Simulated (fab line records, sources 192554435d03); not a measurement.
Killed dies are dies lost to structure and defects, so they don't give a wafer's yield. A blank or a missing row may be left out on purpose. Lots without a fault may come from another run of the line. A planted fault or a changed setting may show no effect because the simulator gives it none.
Split-lot experiment | flow n5_finfet | 7 lots, 39 wafers read, on a route of 1938 steps

THE SPLIT
At N5_FIN_CUT_CUT_ETCH_15 (etches Si in HBr/Cl2/O2, target depth 100 nm, bt time 10 s, time 42.4 s), the setting target_depth_a was moved away from the recipe's 1000 angstrom on 6 of the 39 wafers read, by -7.8% to +9.9%. The other wafers ran this setting at the recipe's value.

The reading is taken at the split's own step.

THE READING
SOC_of_FIN_CUT_COAT_18.thk_nm (the simulator's own value, which no gauge read), in nm, at N5_FIN_CUT_CUT_ETCH_15 (etches Si in HBr/Cl2/O2, target depth 100 nm, bt time 10 s, time 42.4 s). The file gives no usual value for it. The 33 wafers here that ran the recipe average 170.3 nm, standard deviation 0.68 nm.

wafer  | tool, chamber at the split | target_depth_a as run, angstrom | against the recipe | SOC_of_FIN_CUT_COAT_18.thk_nm, nm | against lot-mates on the recipe
L075.1 | rie_si-04, 0               | 1000                            | recipe             | 170.8                             | -
L075.2 | rie_si-04, 2               | 921.9                           | -7.8%              | 174.2                             | +3.1
L075.3 | rie_si-04, 1               | 921.9                           | -7.8%              | 173.4                             | +2.3
L075.4 | rie_si-04, 3               | 921.9                           | -7.8%              | 173.4                             | +2.3
L075.5 | rie_si-04, 0               | 1000                            | recipe             | 171.6                             | -
L075.6 | rie_si-04, 3               | 1000                            | recipe             | 171                               | -
L077.1 | rie_si-04, 0               | 1000                            | recipe             | 170.4                             | -
L077.2 | rie_si-04, 3               | 1000                            | recipe             | 170.2                             | -
L077.3 | rie_si-04, 2               | 1000                            | recipe             | 170.8                             | -
L077.4 | rie_si-04, 1               | 1000                            | recipe             | 170.4                             | -
L077.5 | rie_si-04, 2               | 1000                            | recipe             | 170.8                             | -
L077.6 | rie_si-04, 1               | 1000                            | recipe             | 169.8                             | -
L082.1 | rie_si-05, 3               | 1000                            | recipe             | 169.8                             | -
L082.2 | rie_si-05, 0               | 1099                            | +9.9%              | 166                               | -4.5
L082.3 | rie_si-05, 1               | 1000                            | recipe             | 171                               | -
L082.4 | rie_si-05, 2               | 1099                            | +9.9%              | 166.8                             | -3.7
L082.5 | rie_si-05, 1               | 1000                            | recipe             | 170.8                             | -
L082.6 | rie_si-05, 2               | 1099                            | +9.9%              | 166.8                             | -3.7
L086.1 | rie_si-04, 3               | 1000                            | recipe             | 168.8                             | -
L086.2 | rie_si-04, 0               | 1000                            | recipe             | 169                               | -
L086.3 | rie_si-04, 2               | 1000                            | recipe             | 170.8                             | -
L086.4 | rie_si-04, 1               | 1000                            | recipe             | 169.8                             | -
L086.5 | rie_si-04, 1               | 1000                            | recipe             | 169.6                             | -
L086.6 | rie_si-04, 2               | 1000                            | recipe             | 170                               | -
L092.2 | rie_si-04, 0               | 1000                            | recipe             | 169.8                             | -
L092.4 | rie_si-04, 3               | 1000                            | recipe             | 169.8                             | -
L092.5 | rie_si-04, 3               | 1000                            | recipe             | 169.4                             | -
L093.1 | rie_si-06, 1               | 1000                            | recipe             | 171.6                             | -
L093.2 | rie_si-06, 0               | 1000                            | recipe             | 169.8                             | -
L093.3 | rie_si-06, 2               | 1000                            | recipe             | 170.8                             | -
L093.4 | rie_si-06, 3               | 1000                            | recipe             | 170.8                             | -
L093.5 | rie_si-06, 0               | 1000                            | recipe             | 171                               | -
L093.6 | rie_si-06, 3               | 1000                            | recipe             | 171                               | -
L096.1 | rie_si-04, 2               | 1000                            | recipe             | 171                               | -
L096.2 | rie_si-04, 0               | 1000                            | recipe             | 170                               | -
L096.3 | rie_si-04, 3               | 1000                            | recipe             | 170.8                             | -
L096.4 | rie_si-04, 1               | 1000                            | recipe             | 170.2                             | -
L096.5 | rie_si-04, 0               | 1000                            | recipe             | 170                               | -
L096.6 | rie_si-04, 1               | 1000                            | recipe             | 169.6                             | -

THE FIT
A straight line over all 39 wafers: SOC_of_FIN_CUT_COAT_18.thk_nm changes by -0.401 nm for each +1% of target_depth_a; r = -0.91; the points scatter about the line by 0.67 nm.
The same after taking each lot's own level away (the mean of its wafers on the recipe; 39 wafers): -0.373 nm for each +1%; r = -0.94; scatter 0.5 nm.
On that fit, the largest move of target_depth_a shifts the reading by 3.7 nm.
The lots' own levels span 169.67 to 171.13 nm, that is 2.2 times the standard deviation above.
So the lot-to-lot level changes the slope little: the two slopes agree.
Check: with one of the wafers moved furthest among these (+9.9%) left out of the fit, the line predicts -3.51 nm for it against its lot-mates. It came out at -4.53 nm against them.

OTHER SPLITS ON THESE WAFERS
These wafers also went through other splits before the reading. Each is held against what the fit with the lots' levels taken away leaves over:
other split on the same wafers | wafers away from the commonest value | r with SOC_of_FIN_CUT_COAT_18.thk_nm (lot level and that fit taken away)
N5_FIN_SAQP_ETCH_34 source_w   | 15                                   | -0.14
N5_FIN_CUT_ETCH_21 time_s      | 15                                   | +0.04

THE WHOLE CHAIN: every reading that the file lists as answering this split, in the file's order
step                   | what it does                                                            | reading                                                                        | change (the file's fit)               | r (the file's)
N5_FIN_CUT_CUT_ETCH_15 | etches Si in HBr/Cl2/O2, target depth 100 nm, bt time 10 s, time 42.4 s | FIN_CUT.feature_depth_nm (the simulator's own value, which no gauge read)      | +0.981 nm for each +1% of the setting | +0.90
N5_FIN_CUT_CUT_ETCH_15 | etches Si in HBr/Cl2/O2, target depth 100 nm, bt time 10 s, time 42.4 s | etch.depth_nm (the simulator's own value, which no gauge read)                 | +0.983 nm for each +1% of the setting | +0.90
N5_FIN_CUT_CUT_ETCH_15 | etches Si in HBr/Cl2/O2, target depth 100 nm, bt time 10 s, time 42.4 s | SOC_of_FIN_CUT_COAT_18.thk_nm (the simulator's own value, which no gauge read) | -0.373 nm for each +1% of the setting | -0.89

THE FILE'S OWN FIT
SOC_of_FIN_CUT_COAT_18.thk_nm changes by -0.373 nm for each +1% of target_depth_a, r = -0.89.
